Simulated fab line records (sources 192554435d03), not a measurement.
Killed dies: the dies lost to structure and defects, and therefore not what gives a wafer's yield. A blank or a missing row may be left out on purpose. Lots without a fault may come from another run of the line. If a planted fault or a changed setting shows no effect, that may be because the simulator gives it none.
8D (eight disciplines) problem report, filled in by code    flow n5-finfet    the parts of the form that need people (team, actions taken, sign-off) are left out

1. WHAT WENT WRONG
Wafers without a fault read 40, standard deviation 11; killed-at-front-end at N5_PASSIVATION_PROBE_49 reads a mean of 1106 on 2 wafers belonging to 2 lots. Measured from the usual mean, that is +97 standard deviations.
First observed at day 15 07:41: wafer L921.5, on prober-01. Wafers with a number at this step in the record: 6, from 2 lots. The rule behind "out" and "out of limits": a value lying over 4 standard deviations away from the usual mean. The rest of the wafers with a number are treated as sound.

2. WHAT IT IS, AND WHAT IT ISN'T
question                     is                                               is not
which readings at this step  killed-at-front-end, killed-dies, killed-on-rim  killed_at_M0_to_M3, killed_at_M4_up, killed-at-contacts, killed-at-other, killed-open, killed-short
which lots                   L921, L922                                       -
which wafers of those lots   L921.5, L922.4                                   L921.1, L921.6, L922.1, L922.2
read on which tools          prober-01                                        -
when                         from day 15 07:41                                up to then (1 sound wafer); but 3 sound wafers of L921, L922 came after

3. SUSPECTS, AND WHAT RULES EACH OUT
Counting: a tool at a process step up to the reading stays a suspect if it ran every lot that is out. Sound lots after the first of them don't rule it out here, since some wafers of a struck lot are sound.
- rie-diel-05 at N5_SDB_ETCH_18 (etches SOC in N2/H2, target depth 100 nm, overetch 20 nm, time 150 s): kept. It ran every lot that is out, first L921 (day 6 20:45).
- ald-hk-02 at N5_MIM_TOP_ALD_00 (deposits Al2O3, purge time 3 s, co reactant pulse time 3 s): kept. It ran every lot that is out, first L921 (day 14 21:03).
- rie-diel-05 at N5_MIM_TOP_LITHO_DESCUM_10 (chemistry O2, time 7.9 s): kept. It ran every lot that is out, first L921 (day 14 22:59).
- prober-01 at N5_PASSIVATION_PROBE_49: kept. It ran every lot that is out, first L921 (day 15 07:29). Its own killed-at-front-end, killed-dies, killed-on-rim readings are out on those wafers.
Left after counting: rie-diel-05 at N5_SDB_ETCH_18, ald-hk-02 at N5_MIM_TOP_ALD_00, rie-diel-05 at N5_MIM_TOP_LITHO_DESCUM_10, prober-01 at N5_PASSIVATION_PROBE_49.

4. THE CAUSE (what the simulator had put in)
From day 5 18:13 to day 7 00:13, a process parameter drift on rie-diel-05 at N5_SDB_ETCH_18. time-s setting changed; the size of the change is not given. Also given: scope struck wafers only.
This tool is one of the 4 suspects left after counting.

5. THE EFFECT CHAIN, in route order
One row per reading whose mean, taken over the struck wafers that have a number, lies over 3 standard deviations from the usual. Readings are gone through only where the record gives a usual standard deviation; hours: the median, over the lots, of the time from a lot's start at the first step in this table giving one to that lot's start at this step; sigmas: the change measured in usual standard deviations.
hours  step                     reading              usual  on struck wafers  change  sigmas
0      N5_PASSIVATION_PROBE_49  killed-at-front-end  40     1106              +1066   +97
0      N5_PASSIVATION_PROBE_49  killed-dies          105    1180              +1075   +63
0      N5_PASSIVATION_PROBE_49  killed-on-rim        14     152               +138    +34
Here are the process steps it includes:
- N5_PASSIVATION_PROBE_49

6. WHAT WOULD HAVE CAUGHT IT SOONER
In this record no reading fell out of limits until day 15 07:41, 229 hours after the fault had begun at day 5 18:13.
Tool readings at N5_SDB_ETCH_18 with a usual standard deviation given in the record: none out on any struck wafer, hence no alarm at a limit of 4 standard deviations on them.
By day 15 07:41 the whole set of lots that are out, 2 in number, had already begun N5_SDB_ETCH_18 on rie-diel-05. Had the tool been put on hold then, not one of them would have been saved.
